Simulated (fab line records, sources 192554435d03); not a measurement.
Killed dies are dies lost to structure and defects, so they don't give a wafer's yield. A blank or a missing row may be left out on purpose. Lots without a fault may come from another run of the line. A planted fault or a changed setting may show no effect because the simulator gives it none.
Chamber matching | flow n5_finfet | N5_HKMG_FIN_CVD_62 on thermal_cvd_si-02: 3 sister chambers
The step deposits a-Si from Si2H6, target thk 3 nm, time 20.8 s. 6 wafers are shown with their chamber, then 10 later ones without.

WAFERS WITH THEIR CHAMBER
wafer  | chamber | heater_power_w (W) | chamber_pressure_Torr (Torr)
L086.2 | 0       | 1180               | 0.9999
L086.5 | 0       | 1169               | 1.0023
L089.1 | 2       | 1211               | 1.0008
L089.6 | 1       | 1517               | 1.0020
L090.1 | 1       | 1557               | 1.0006
L090.3 | 2       | 1247               | 1.0011

WAFERS WITHOUT THEIR CHAMBER
wafer  | heater_power_w (W) | chamber_pressure_Torr (Torr)
L090.5 | 1546               | 0.9987
L093.1 | 1553               | 0.9965
L093.2 | 1252               | 1.0001
L093.4 | 1492               | 0.9953
L095.1 | 1193               | 1.0003
L095.4 | 1503               | 1.0010
L095.6 | 1171               | 1.0022
L097.3 | 1166               | 0.9992
L097.4 | 1563               | 1.0000
L097.5 | 1159               | 0.9988

WHICH CHAMBER EACH WENT THROUGH
wafer  | from the rows above     | in truth
L090.5 | 1                       | 1
L093.1 | 1                       | 1
L093.2 | 2                       | 2
L093.4 | 1                       | 1
L095.1 | can't be placed: 0 or 2 | 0
L095.4 | 1                       | 1
L095.6 | can't be placed: 0 or 2 | 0
L097.3 | can't be placed: 0 or 2 | 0
L097.4 | 1                       | 1
L097.5 | can't be placed: 0 or 2 | 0
Placed correctly: 6 of 10. Can't be placed from these rows: 4 (the true chamber is among the candidates in 4). Placed wrongly: 0.
How it was worked out, from the rows above alone: a wafer's distance from a chamber is the root of the sum, over the readings, of the square of ((its reading less the chamber's mean) divided by the reading's scatter). The wafer belongs to the nearest chamber; if the next one is less than 2 further off, it can't be placed. A chamber's mean is the mean of its shown wafers. The scatter: the root of (the sum of the squares of (reading less its chamber's mean) over the shown wafers, divided by (wafers less chambers)).
